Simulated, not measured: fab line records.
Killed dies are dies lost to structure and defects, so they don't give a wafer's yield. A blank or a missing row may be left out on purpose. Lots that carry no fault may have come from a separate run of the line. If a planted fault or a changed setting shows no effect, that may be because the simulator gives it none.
The tool behind it: which one? || flow nandHarc || 12 lots with 36 wafers sampled at 5 steps, on a route of 1302 steps

WHAT THE GAUGES SHOWED, per wafer
NHARC_A_CONTACT_CD_MEAS_80. Usual: 289.8 nm for cdNm, sd 0.74.
{"lot": "L220", "measured": "day 21 22:50", "on": "cdSem-03", "cdNm (nm)": "290.4 291.2 290.2", "flag": ""}
{"lot": "L223", "measured": "day 23 01:03", "on": "cdSem-01", "cdNm (nm)": "289.0 289.8 289.4", "flag": ""}
{"lot": "L225", "measured": "day 24 03:13", "on": "cdSem-01", "cdNm (nm)": "289.2 289.8 290.1", "flag": ""}
{"lot": "L227", "measured": "day 24 18:20", "on": "cdSem-03", "cdNm (nm)": "289.1 288.8 288.5", "flag": ""}
{"lot": "L226", "measured": "day 24 18:48", "on": "cdSem-01", "cdNm (nm)": "289.9 288.8 288.8", "flag": ""}
{"lot": "L228", "measured": "day 25 14:40", "on": "cdSem-02", "cdNm (nm)": "289.5 289.9 289.9", "flag": ""}
{"lot": "L235", "measured": "day 28 04:59", "on": "cdSem-03", "cdNm (nm)": "289.1 289.6 289.2", "flag": ""}
{"lot": "L234", "measured": "day 28 07:19", "on": "cdSem-02", "cdNm (nm)": "290.1 289.9 289.6", "flag": ""}
{"lot": "L237", "measured": "day 29 00:10", "on": "cdSem-01", "cdNm (nm)": "290.3 290.5 290.5", "flag": ""}
{"lot": "L236", "measured": "day 29 01:08", "on": "cdSem-03", "cdNm (nm)": "289.9 289.9 289.7", "flag": ""}
{"lot": "L242", "measured": "day 31 14:36", "on": "cdSem-02", "cdNm (nm)": "288.8 287.7 287.7", "flag": ""}
{"lot": "L243", "measured": "day 32 06:31", "on": "cdSem-01", "cdNm (nm)": "289.3 290.3 289.8", "flag": ""}

NHARC_END_SORT_01. Usual: killedAtArray 56, standard deviation 19; killedAtOther 0.8, standard deviation 1.1; killedAtPeriphery 3.4, standard deviation 2.5; killedDies 60, standard deviation 19; killedOpen 2.9, standard deviation 1.7; killedShort 2.4, standard deviation 1.6.
{"lot": "L235", "measured": "day 30 21:39", "on": "prober-01", "killedAtArray": "77 94 583", "killedAtOther": "0 0 0", "killedAtPeriphery": "3 3 0", "killedDies": "80 97 583", "killedOpen": "2 2 2", "killedShort": "2 1 4", "flag": "OFF"}
{"lot": "L237", "measured": "day 31 10:25", "on": "prober-02", "killedAtArray": "32 24 599", "killedAtOther": "0 0 1", "killedAtPeriphery": "2 2 4", "killedDies": "34 26 604", "killedOpen": "1 3 7", "killedShort": "5 1 4", "flag": "OFF"}
{"lot": "L236", "measured": "day 31 09:37", "on": "prober-01", "killedAtArray": "574 42 564", "killedAtOther": "3 2 2", "killedAtPeriphery": "0 3 3", "killedDies": "577 47 569", "killedOpen": "3 3 3", "killedShort": "5 4 3", "flag": "OFF"}

WHICH TOOL RAN EACH LOT (tool, then ch and the chambers of the sampled wafers, then the start)
{"lot": "L220", "NHARC_A_CONTACT_DESCUM_13": "rieDiel-03 ch 1,2, day 22 02:27", "NHARC_A_CONTACT_ETCH_30": "rieDiel-03 ch 1,3, day 22 02:59", "NHARC_A_CONTACT_ETCH_134": "harCapEtch-02 ch 0,1, day 22 03:37"}
{"lot": "L223", "NHARC_A_CONTACT_DESCUM_13": "rieDiel-03 ch 1,2,3, day 23 05:03", "NHARC_A_CONTACT_ETCH_30": "rieDiel-03 ch 1,2,3, day 23 05:34", "NHARC_A_CONTACT_ETCH_134": "harCapEtch-03 ch 0,1, day 23 06:10"}
{"lot": "L225", "NHARC_A_CONTACT_DESCUM_13": "rieDiel-03 ch 1,2,3, day 24 08:01", "NHARC_A_CONTACT_ETCH_30": "rieDiel-03 ch 0,2, day 24 08:32", "NHARC_A_CONTACT_ETCH_134": "harCapEtch-03 ch 0,1, day 24 09:10"}
{"lot": "L227", "NHARC_A_CONTACT_DESCUM_13": "rieDiel-03 ch 0,2,3, day 24 21:57", "NHARC_A_CONTACT_ETCH_30": "rieDiel-03 ch 0,1,2, day 24 22:28", "NHARC_A_CONTACT_ETCH_134": "harCapEtch-03 ch 1, day 24 23:06"}
{"lot": "L226", "NHARC_A_CONTACT_DESCUM_13": "rieDiel-03 ch 0,2,3, day 24 22:25", "NHARC_A_CONTACT_ETCH_30": "rieDiel-03 ch 0,1,3, day 24 23:12", "NHARC_A_CONTACT_ETCH_134": "harCapEtch-02 ch 0,1, day 24 23:53"}
{"lot": "L228", "NHARC_A_CONTACT_DESCUM_13": "rieDiel-03 ch 1,3, day 25 21:16", "NHARC_A_CONTACT_ETCH_30": "rieDiel-03 ch 0,1,2, day 25 21:47", "NHARC_A_CONTACT_ETCH_134": "harCapEtch-03 ch 0,1, day 25 22:25"}
{"lot": "L235", "NHARC_A_CONTACT_DESCUM_13": "rieDiel-03 ch 0,3, day 28 11:02", "NHARC_A_CONTACT_ETCH_30": "rieDiel-03 ch 0,2,3, day 28 11:46", "NHARC_A_CONTACT_ETCH_134": "harCapEtch-01 ch 0,1, day 28 12:21"}
{"lot": "L234", "NHARC_A_CONTACT_DESCUM_13": "rieDiel-03 ch 0,1,3, day 28 11:34", "NHARC_A_CONTACT_ETCH_30": "rieDiel-02 ch 1,2,3, day 28 12:30", "NHARC_A_CONTACT_ETCH_134": "harCapEtch-03 ch 0,1, day 28 13:13"}
{"lot": "L237", "NHARC_A_CONTACT_DESCUM_13": "rieDiel-03 ch 2,3, day 29 08:09", "NHARC_A_CONTACT_ETCH_30": "rieDiel-03 ch 1,2, day 29 08:45", "NHARC_A_CONTACT_ETCH_134": "harCapEtch-02 ch 0,1, day 29 09:21"}
{"lot": "L236", "NHARC_A_CONTACT_DESCUM_13": "rieDiel-03 ch 0,1,3, day 29 09:13", "NHARC_A_CONTACT_ETCH_30": "rieDiel-03 ch 0,2, day 29 09:44", "NHARC_A_CONTACT_ETCH_134": "harCapEtch-01 ch 0,1, day 29 10:20"}
{"lot": "L242", "NHARC_A_CONTACT_DESCUM_13": "rieDiel-03 ch 0,3, day 31 21:08", "NHARC_A_CONTACT_ETCH_30": "rieDiel-03 ch 2,3, day 31 21:46", "NHARC_A_CONTACT_ETCH_134": "harCapEtch-01 ch 0,1, day 31 22:59"}
{"lot": "L243", "NHARC_A_CONTACT_DESCUM_13": "rieDiel-03 ch 0,2,3, day 32 13:08", "NHARC_A_CONTACT_ETCH_30": "rieDiel-03 ch 0,2,3, day 32 13:53", "NHARC_A_CONTACT_ETCH_134": "harCapEtch-01 ch 0,1, day 32 14:40"}
- NHARC_A_CONTACT_DESCUM_13: chemistry O2, time 3 s.
- NHARC_A_CONTACT_ETCH_30: etches the open film in CF4/CHF3, target depth 72.6 nm, time 36.3 s.
- NHARC_A_CONTACT_ETCH_134: etches the open film in C4F8/O2/Ar, time 140 s, target depth 700 nm.

WHAT THE TOOLS THEMSELVES READ (means of the sampled wafers that have a number; where no wafer has one, the mark that the record gives instead)
NHARC_A_CONTACT_DESCUM_13. Usual: drypumpMotorCurrentA 5.7 A, standard deviation 0.4; oesProductAu 1.003 a.u., standard deviation 0.01; rfVppV 57.6 V, standard deviation 0.87; showerheadPlenumPTorr 1.88 Torr, standard deviation 0.036; throttleValvePct 11.311 %, standard deviation 0.0089.
{"lot": "L220", "tool": "rieDiel-03", "drypumpMotorCurrentA (A)": 6.1, "oesProductAu (a.u.)": 1.015, "rfVppV (V)": 57.5, "showerheadPlenumPTorr (Torr)": 1.86, "throttleValvePct (%)": 11.324, "flag": ""}
{"lot": "L223", "tool": "rieDiel-03", "drypumpMotorCurrentA (A)": 5.7, "oesProductAu (a.u.)": 1.000, "rfVppV (V)": 57.8, "showerheadPlenumPTorr (Torr)": 1.87, "throttleValvePct (%)": 11.315, "flag": ""}
{"lot": "L225", "tool": "rieDiel-03", "drypumpMotorCurrentA (A)": 5.7, "oesProductAu (a.u.)": 1.001, "rfVppV (V)": 57.0, "showerheadPlenumPTorr (Torr)": 1.87, "throttleValvePct (%)": 11.303, "flag": ""}
{"lot": "L227", "tool": "rieDiel-03", "drypumpMotorCurrentA (A)": 5.7, "oesProductAu (a.u.)": 1.002, "rfVppV (V)": 56.6, "showerheadPlenumPTorr (Torr)": 1.88, "throttleValvePct (%)": 11.314, "flag": ""}
{"lot": "L226", "tool": "rieDiel-03", "drypumpMotorCurrentA (A)": 5.7, "oesProductAu (a.u.)": 1.011, "rfVppV (V)": 57.9, "showerheadPlenumPTorr (Torr)": 1.88, "throttleValvePct (%)": 11.310, "flag": ""}
{"lot": "L228", "tool": "rieDiel-03", "drypumpMotorCurrentA (A)": 5.4, "oesProductAu (a.u.)": 1.008, "rfVppV (V)": 56.8, "showerheadPlenumPTorr (Torr)": 1.89, "throttleValvePct (%)": 11.315, "flag": ""}
{"lot": "L235", "tool": "rieDiel-03", "drypumpMotorCurrentA (A)": 5.4, "oesProductAu (a.u.)": 0.991, "rfVppV (V)": 57.0, "showerheadPlenumPTorr (Torr)": 1.89, "throttleValvePct (%)": 11.302, "flag": ""}
{"lot": "L234", "tool": "rieDiel-03", "drypumpMotorCurrentA (A)": 5.4, "oesProductAu (a.u.)": 0.991, "rfVppV (V)": 58.9, "showerheadPlenumPTorr (Torr)": 1.88, "throttleValvePct (%)": 11.309, "flag": ""}
{"lot": "L237", "tool": "rieDiel-03", "drypumpMotorCurrentA (A)": 5.7, "oesProductAu (a.u.)": 1.002, "rfVppV (V)": 58.4, "showerheadPlenumPTorr (Torr)": 1.87, "throttleValvePct (%)": 11.307, "flag": ""}
{"lot": "L236", "tool": "rieDiel-03", "drypumpMotorCurrentA (A)": 5.5, "oesProductAu (a.u.)": 1.001, "rfVppV (V)": 57.2, "showerheadPlenumPTorr (Torr)": 1.88, "throttleValvePct (%)": 11.307, "flag": ""}
{"lot": "L242", "tool": "rieDiel-03", "drypumpMotorCurrentA (A)": 5.3, "oesProductAu (a.u.)": 0.989, "rfVppV (V)": 58.7, "showerheadPlenumPTorr (Torr)": 1.89, "throttleValvePct (%)": 11.312, "flag": ""}
{"lot": "L243", "tool": "rieDiel-03", "drypumpMotorCurrentA (A)": 5.7, "oesProductAu (a.u.)": 1.006, "rfVppV (V)": 59.0, "showerheadPlenumPTorr (Torr)": 1.87, "throttleValvePct (%)": 11.300, "flag": ""}

NHARC_A_CONTACT_ETCH_30. Usual: drypumpMotorCurrentA 5.7 A, standard deviation 0.4; oesProductAu 0.933 a.u., standard deviation 0.015; rfVppV 369.7 V, standard deviation 1.3; showerheadPlenumPTorr 1.55 Torr, standard deviation 0.03; throttleValvePct 16.801 %, standard deviation 0.0087.
{"lot": "L220", "tool": "rieDiel-03", "drypumpMotorCurrentA (A)": 5.5, "oesProductAu (a.u.)": 0.922, "rfVppV (V)": 369.4, "showerheadPlenumPTorr (Torr)": 1.55, "throttleValvePct (%)": 16.802, "flag": ""}
{"lot": "L223", "tool": "rieDiel-03", "drypumpMotorCurrentA (A)": 5.8, "oesProductAu (a.u.)": 0.929, "rfVppV (V)": 369.6, "showerheadPlenumPTorr (Torr)": 1.54, "throttleValvePct (%)": 16.797, "flag": ""}
{"lot": "L225", "tool": "rieDiel-03", "drypumpMotorCurrentA (A)": 6.0, "oesProductAu (a.u.)": 0.932, "rfVppV (V)": 368.9, "showerheadPlenumPTorr (Torr)": 1.53, "throttleValvePct (%)": 16.804, "flag": ""}
{"lot": "L227", "tool": "rieDiel-03", "drypumpMotorCurrentA (A)": 5.8, "oesProductAu (a.u.)": 0.923, "rfVppV (V)": 369.0, "showerheadPlenumPTorr (Torr)": 1.54, "throttleValvePct (%)": 16.798, "flag": ""}
{"lot": "L226", "tool": "rieDiel-03", "drypumpMotorCurrentA (A)": 5.4, "oesProductAu (a.u.)": 0.925, "rfVppV (V)": 369.8, "showerheadPlenumPTorr (Torr)": 1.55, "throttleValvePct (%)": 16.801, "flag": ""}
{"lot": "L228", "tool": "rieDiel-03", "drypumpMotorCurrentA (A)": 5.8, "oesProductAu (a.u.)": 0.973, "rfVppV (V)": 368.4, "showerheadPlenumPTorr (Torr)": 1.54, "throttleValvePct (%)": 16.793, "flag": ""}
{"lot": "L235", "tool": "rieDiel-03", "drypumpMotorCurrentA (A)": 5.7, "oesProductAu (a.u.)": 0.871, "rfVppV (V)": 370.2, "showerheadPlenumPTorr (Torr)": 1.55, "throttleValvePct (%)": 16.802, "flag": "OFF"}
{"lot": "L234", "tool": "rieDiel-02", "drypumpMotorCurrentA (A)": 5.6, "oesProductAu (a.u.)": 0.930, "rfVppV (V)": 369.5, "showerheadPlenumPTorr (Torr)": 1.54, "throttleValvePct (%)": 16.807, "flag": ""}
{"lot": "L237", "tool": "rieDiel-03", "drypumpMotorCurrentA (A)": 5.9, "oesProductAu (a.u.)": 0.882, "rfVppV (V)": 369.5, "showerheadPlenumPTorr (Torr)": 1.52, "throttleValvePct (%)": 16.798, "flag": "OFF"}
{"lot": "L236", "tool": "rieDiel-03", "drypumpMotorCurrentA (A)": 6.0, "oesProductAu (a.u.)": 0.850, "rfVppV (V)": 369.8, "showerheadPlenumPTorr (Torr)": 1.52, "throttleValvePct (%)": 16.801, "flag": "OFF"}
{"lot": "L242", "tool": "rieDiel-03", "drypumpMotorCurrentA (A)": 5.7, "oesProductAu (a.u.)": 0.919, "rfVppV (V)": 369.4, "showerheadPlenumPTorr (Torr)": 1.54, "throttleValvePct (%)": 16.796, "flag": ""}
{"lot": "L243", "tool": "rieDiel-03", "drypumpMotorCurrentA (A)": 5.7, "oesProductAu (a.u.)": 0.948, "rfVppV (V)": 369.4, "showerheadPlenumPTorr (Torr)": 1.54, "throttleValvePct (%)": 16.805, "flag": ""}

THE ANSWER, worked out from the rows above alone
Rule: a lot is off if the mean of its wafers that have a number lies more than 3 standard deviations from the usual mean. A lot without any number at a reading at which 4 lots or more have one is off too. Where the step has rows for the other lots, those lots are counted as sound. First the gauges in route order, then the tools' own readings, where a lot's mean is used as printed above. At the first step where some lot is off, the reading lying furthest off is the one used; lots without a number count as furthest.
Off: L235, L237, L236, at NHARC_END_SORT_01 (killedDies). Neither off nor sound, because the step has no rows for them: L220, L223, L225, L227, L226, L228, L234, L242, L243.
A tool fits if, at a process step before that reading, it ran every lot that is off, and no sound lot after the first of them. Not tried: the gauges at NHARC_END_SORT_01; whatever is off there is also off at NHARC_A_CONTACT_ETCH_30, on other tools, and gauge error can't account for it. One fits: NHARC_A_CONTACT_DESCUM_13 and NHARC_A_CONTACT_ETCH_30 on rieDiel-03. It ran no sound lot before its first lot that is off in this sample, so the start can't be narrowed down.

WHAT THE SIMULATOR HAD PUT IN
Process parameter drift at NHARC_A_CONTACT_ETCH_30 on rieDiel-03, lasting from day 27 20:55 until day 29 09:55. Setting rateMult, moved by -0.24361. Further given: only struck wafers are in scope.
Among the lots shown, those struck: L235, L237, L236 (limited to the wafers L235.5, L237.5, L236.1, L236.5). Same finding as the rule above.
